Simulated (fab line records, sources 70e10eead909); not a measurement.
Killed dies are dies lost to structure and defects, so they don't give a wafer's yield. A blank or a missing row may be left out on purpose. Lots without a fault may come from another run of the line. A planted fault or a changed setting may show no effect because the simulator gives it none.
fab line records | flow nand_harc
record lots=14 wafers=42 last_day=33
route steps=1302 shown A_SGD_CUT@916 A_SLIT@946 A_SIN_REMOVE@951 A_WL_FILL@953
lots that met no fault: from a run of the same line without faults
start_h: hours from the record's first day to the start of the lot's first wafer shown | wait_h: hours since the lot's step before | " the same as in the row above | L1.1+2: a row that stands for several wafers | - no value, or no start given | * or withheld: withheld | < > ~ a bound
route shown NAME@n: a module of which the file shows steps, and the number in the route of the first | usual: mean/standard deviation of fault-free wafers | same: alike in all rows | chamber/n: place in a boat | sites: the reading at each site | _std_site: their standard deviation | _edge_site: outer sites' mean less inner sites' | radius_mm: how far each site lies from the wafer's centre | mask NAME#n: copy n | behind: the tool/chamber that last shaped the wafer | hold: why the lot was held/for how many hours/how that ended | device: the transistor (n, p or np) that didn't switch | end of line: the same wafers' tests at the end of the route | a step without rows: its recipe alone | killed: dies lost to structure and defects at the first sort, not the wafer's yield | map: a wafer's dies, x killed, . not, _ none there
set.NAME: the setting as run; set.NAME@STEP: as run at that earlier step | model.NAME: the simulator's own value behind a step, which no gauge read
steps of the route over a sample of lots; a table a step, a row a wafer
## steps
# step NHARC_A_SGD_CUT_THK_MEAS_22
# recipe thk_meas_gauge=ellipsometry
# usual thk_nm=148.3/1.4
# columns lot.wafer tool chamber start_h wait_h thk_nm
L586.1 film_metro-02 - 426.00 0.2 148.1
L586.2 " - " " 148.5
L586.4 " - " " 147.2
L588.1 film_metro-01 - 461.49 0.2 147.0
L588.2 " - " " 146.2
L588.5 " - " " 145.5
L589.2 film_metro-02 - 461.49 0.2 147.5
L589.3 " - " " 147.3
L589.6 " - " " 147.9
L590.1 film_metro-01 - 479.26 0.2 148.1
L590.3 " - " " 148.1
L590.5 " - " " 147.1
L591.2 film_metro-02 - 491.14 0.2 146.0
L591.5 " - " " 147.6
L591.6 " - " " 147.4
L592.1 film_metro-01 - 513.69 0.2 149.6
L592.3 " - " " 151.1
L592.5 " - " " 149.1
L601.1 film_metro-02 - 591.80 0.2 148.8
L601.3 " - " " 149.3
L601.6 " - " " 148.5
L602.1 film_metro-01 - 595.20 0.2 150.1
L602.3 " - " " 147.3
L602.5 " - " " 149.5
L603.3 film_metro-02 - 616.60 0.2 148.1
L603.4 " - " " 149.0
L603.6 " - " " 148.8
L606.1 film_metro-01 - 632.68 0.2 146.3
L606.2 " - " " 148.6
L606.4 " - " " 146.4
L605.1 film_metro-02 - 632.68 0.2 147.2
L605.2 " - " " 147.8
L605.3 " - " " 149.6
L604.1 film_metro-01 - 632.69 0.2 149.2
L604.2 " - " " 151.0
L604.3 " - " " 148.7
L607.2 film_metro-02 - 644.38 0.2 148.8
L607.3 " - " " 147.5
L607.6 " - " " 148.9
L608.1 film_metro-02 - 663.16 0.2 146.5
L608.2 " - " " 145.8
L608.6 " - " " 147.7
# step NHARC_A_SLIT_CD_MEAS_21
# usual cd_nm=289.6/0.75
# columns lot.wafer tool chamber start_h wait_h cd_nm
L586.1 cd_sem-01 - 446.73 - 290.7
L586.2 " - " " 290.2
L586.4 " - " " 290.5
L588.1 cd_sem-01 - 473.17 - 289.8
L588.2 " - " " 291.3
L588.5 " - " " 290.3
L589.2 cd_sem-01 - 473.42 - 289.8
L589.3 " - " " 289.5
L589.6 " - " " 289.1
L590.1 cd_sem-01 - 491.10 - 288.7
L590.3 " - " " 289.5
L590.5 " - " " 289.1
L591.2 cd_sem-03 - 505.43 - 290.7
L591.5 " - " " 290.1
L591.6 " - " " 288.7
L592.1 cd_sem-02 - 532.73 - 289.3
L592.3 " - " " 289.6
L592.5 " - " " 289.3
L601.1 cd_sem-01 - 603.75 - 290.2
L601.3 " - " " 289.0
L601.6 " - " " 289.8
L602.1 cd_sem-03 - 607.64 - 289.6
L602.3 " - " " 289.5
L602.5 " - " " 289.7
L603.3 cd_sem-01 - 630.80 - 290.1
L603.4 " - " " 290.2
L603.6 " - " " 289.3
L605.1 cd_sem-03 - 644.77 - 290.5
L605.2 " - " " 289.9
L605.3 " - " " 290.2
L606.1 cd_sem-01 - 647.73 - 288.7
L606.2 " - " " 289.0
L606.4 " - " " 289.2
L604.1 cd_sem-01 - 648.59 - 289.1
L604.2 " - " " 289.2
L604.3 " - " " 289.8
L607.2 cd_sem-01 - 657.77 - 289.1
L607.3 " - " " 289.9
L607.6 " - " " 288.4
L608.1 cd_sem-03 - 676.21 - 289.1
L608.2 " - " " 289.8
L608.6 " - " " 290.2
# step NHARC_A_SIN_REMOVE_INSPECT_04
# usual raw_defect_count=379/78
# columns lot.wafer tool chamber start_h wait_h raw_defect_count
L586.1 defect_inspect-02 - 453.36 0.0 261
L586.2 " - " " 272
L586.4 " - " " 295
L588.1 defect_inspect-02 - 479.76 0.0 328
L588.2 " - " " 388
L588.5 " - " " 340
L589.2 defect_inspect-01 - 479.77 0.0 315
L589.3 " - " " 334
L589.6 " - " " 347
L590.1 defect_inspect-01 - 497.71 0.0 427
L590.3 " - " " 358
L590.5 " - " " 295
L591.2 defect_inspect-01 - 512.07 0.0 455
L591.5 " - " " 476
L591.6 " - " " 579
L592.1 defect_inspect-02 - 539.31 0.0 337
L592.3 " - " " 322
L592.5 " - " " 393
L601.1 defect_inspect-01 - 610.32 0.0 502
L601.3 " - " " 525
L601.6 " - " " 502
L602.1 defect_inspect-02 - 615.13 0.0 440
L602.3 " - " " 427
L602.5 " - " " 467
L603.3 defect_inspect-02 - 637.51 0.0 383
L603.4 " - " " 321
L603.6 " - " " 323
L605.1 defect_inspect-01 - 651.31 0.0 372
L605.2 " - " " 345
L605.3 " - " " 358
L606.1 defect_inspect-02 - 654.33 0.0 453
L606.2 " - " " 402
L606.4 " - " " 486
L604.1 defect_inspect-01 - 654.33 0.0 392
L604.2 " - " " 383
L604.3 " - " " 330
L607.2 defect_inspect-02 - 664.41 0.0 427
L607.3 " - " " 272
L607.6 " - " " 302
L608.1 defect_inspect-02 - 681.58 0.0 329
L608.2 " - " " 201
L608.6 " - " " 275
# step NHARC_A_WL_FILL_RTA_01
# recipe temp_c=1000 time_s=5
# usual lamp_power_pct=27.1/1.3 lamp_zone_5_pct=27.1/1.3 wafer_temp_C_max=1005.0/1.2
# columns lot.wafer tool chamber start_h wait_h lamp_power_pct lamp_zone_5_pct wafer_temp_C_max
L586.1 rtp_anneal-01 0 453.70 - 28.3 28.3 1006.2
L586.2 " 0 " " 28.3 28.3 1005.2
L586.4 " 0 " " 28.3 28.3 1005.4
L588.1 rtp_anneal-02 0 480.08 - 25.7 25.7 1005.6
L588.2 " 0 " " 25.7 25.7 1004.1
L588.5 " 0 " " 25.7 25.7 1005.6
L589.2 rtp_anneal-01 0 480.14 - 28.3 28.4 1005.6
L589.3 " 0 " " 28.3 28.3 1006.1
L589.6 " 0 " " 28.3 28.3 1006.7
L590.1 rtp_anneal-01 0 498.03 - 28.3 28.4 1007.0
L590.3 " 0 " " 28.3 28.3 1006.6
L590.5 " 0 " " 28.4 28.3 1005.0
L591.2 rtp_anneal-01 0 512.42 - 25.4 25.4 966.1
L591.5 " 0 " " 25.4 25.4 965.5
L591.6 " 0 " " 25.4 25.4 965.6
L592.1 rtp_anneal-01 0 539.66 - 25.4 25.4 967.8
L592.3 " 0 " " 25.3 25.4 966.4
L592.5 " 0 " " 25.4 25.4 966.3
L601.1 rtp_anneal-02 0 611.85 0.3 25.7 25.7 1004.3
L601.3 " 0 " " 25.7 25.7 1005.3
L601.6 " 0 " " 25.7 25.7 1004.2
L602.1 rtp_anneal-02 0 615.45 - 25.7 25.7 1004.8
L602.3 " 0 " " 25.7 25.7 1003.5
L602.5 " 0 " " 25.7 25.7 1004.8
L603.3 rtp_anneal-01 0 637.91 - 28.4 28.4 1006.8
L603.4 " 0 " " 28.4 28.4 1006.3
L603.6 " 0 " " 28.3 28.3 1004.2
L605.1 rtp_anneal-02 0 651.64 - 25.7 25.7 1003.3
L605.2 " 0 " " 25.7 25.7 1004.3
L605.3 " 0 " " 25.7 25.7 1004.0
L606.1 rtp_anneal-02 0 654.67 - 25.7 25.8 1003.3
L606.2 " 0 " " 25.7 25.7 1003.4
L606.4 " 0 " " 25.6 25.7 1005.2
L604.1 rtp_anneal-01 0 654.67 - 28.3 28.4 1004.3
L604.2 " 0 " " 28.3 28.4 1005.1
L604.3 " 0 " " 28.4 28.3 1004.7
L607.2 rtp_anneal-02 0 665.71 - 25.7 25.7 1003.1
L607.3 " 0 " " 25.7 25.7 1003.3
L607.6 " 0 " " 25.7 25.7 1003.2
L608.1 rtp_anneal-01 0 681.91 - 28.4 28.4 1005.1
L608.2 " 0 " " 28.4 28.4 1004.7
L608.6 " 0 " " 28.3 28.4 1004.4
## key
first_sign step=NHARC_A_WL_FILL_RTA_01 reading=wafer_temp_C_max direction=down sigmas=31 usual=* struck=*
effect none on later readings
met_at NHARC_A_WL_FILL_RTA_01
struck_lots L591,L592
tester_left_out L591,L592
not_acting_at NHARC_A_SGD_CUT_THK_MEAS_22,NHARC_A_SLIT_CD_MEAS_21,NHARC_A_SIN_REMOVE_INSPECT_04
onset_between 498.03 512.42
fault kind=process_parameter_drift tool=rtp_anneal-01 chamber=- onset_h=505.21 steps=NHARC_A_WL_FILL_RTA_01 channel=temp_c offset=* shape=step end_h=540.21 acts_in=* stated=*
# tester_left_out: of these lots the tester's yield and bins aren't shown, on N5 and GAA mostly nor the transistor test; their killed dies are dies lost to structure and defects alone, not to doping, threshold or leakage, so they don't give the yield
